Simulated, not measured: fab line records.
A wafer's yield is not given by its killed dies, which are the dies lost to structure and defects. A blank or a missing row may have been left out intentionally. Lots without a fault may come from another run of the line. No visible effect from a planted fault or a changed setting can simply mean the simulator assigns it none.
Struck lot and sound lot, side by side    flow nandHarc    14 out of 1159 route steps
Sound: these wafers, L454.1, L454.2, L454.4. Wafers struck: L452.1, L452.3, L452.6. The cause comes at the end.
Order at every step that has rows: each side's tool, ch and its chambers, its first start. Under that, the readings that differ: sound wafers    struck wafers    difference of the means    sigmas: that difference in standard deviations of wafers without a fault.
alike: words and numbers the same on both sides, and readings whose means are apart by under 2 such deviations; not compared: readings that were withheld, readings missing a value for some wafer, numbers with overlapping values and no deviation given by the record, and bounds like >300 which may hide the same value.
Wherever a step has rows on one side only, a row that says differs or no value, or a row with sigmas, the two part there. Numbers that don't overlap but have no deviation are shown without sigmas and don't part them. Lack of a reading on every wafer of one side parts them only where that side has two or more wafers.

NHARC_P_GATE_ETCHBACK_37: etches the open film in CHF3/O2, target depth 34.5 nm, time 17.2 s.
  sound: rieDiel-05 ch 1,3; struck: rieDiel-11 ch 0,1,2
  alike: chamberPressureMTorr, drypumpMotorCurrentA, oesProductAu, rfVppV, showerheadPlenumPTorr, throttleValvePct
  not compared: rfHoursCounterH
NHARC_P_GATE_STRIP_101: strips in O2, time 20 s.
  sound on rieDiel-05 ch 2,3, day 8 23:30; struck on rieDiel-11 ch 0,1,2, day 8 10:20
  alike: chamberPressureMTorr, drypumpMotorCurrentA, oesProductAu, rfVppV, showerheadPlenumPTorr, throttleValvePct
  not compared: rfHoursCounterH
then, 10 steps without rows for these wafers: NHARC_P_GATE_PRECLEAN_97 (cleans in SPM, time 600 s); NHARC_P_GATE_SRD_98; NHARC_P_GATE_PRECLEAN_99 (cleans in SC1); NHARC_P_GATE_SRD_100; NHARC_P_GATE_DEHYDRATE_38 (time 120 s); NHARC_P_GATE_HMDS_39 (time 30 s); NHARC_P_GATE_COAT_40; NHARC_P_GATE_SOFTBAKE_41 (time 95 s); NHARC_P_GATE_EBR_42; NHARC_P_GATE_EXPOSE_43 (exposes mask P NSD, target cd 720 nm).
NHARC_P_GATE_PEB_44: peb time 85 s.
  struck on lithoTrack-05, day 8 11:10; sound on lithoTrack-03 ch 0, day 9 00:20
  no value came back on the struck wafers for chillPlateTempC (C), exhaustPa (Pa); on the sound wafers chillPlateTempC (C) reads 22.95 23.08 22.97
then, 1 step without rows for these wafers: NHARC_P_GATE_DEVELOP_45 (time 70 s).

WHERE THEY PART
Only at NHARC_P_GATE_PEB_44, as far as this record shows.

WHY: the cause the simulator had injected
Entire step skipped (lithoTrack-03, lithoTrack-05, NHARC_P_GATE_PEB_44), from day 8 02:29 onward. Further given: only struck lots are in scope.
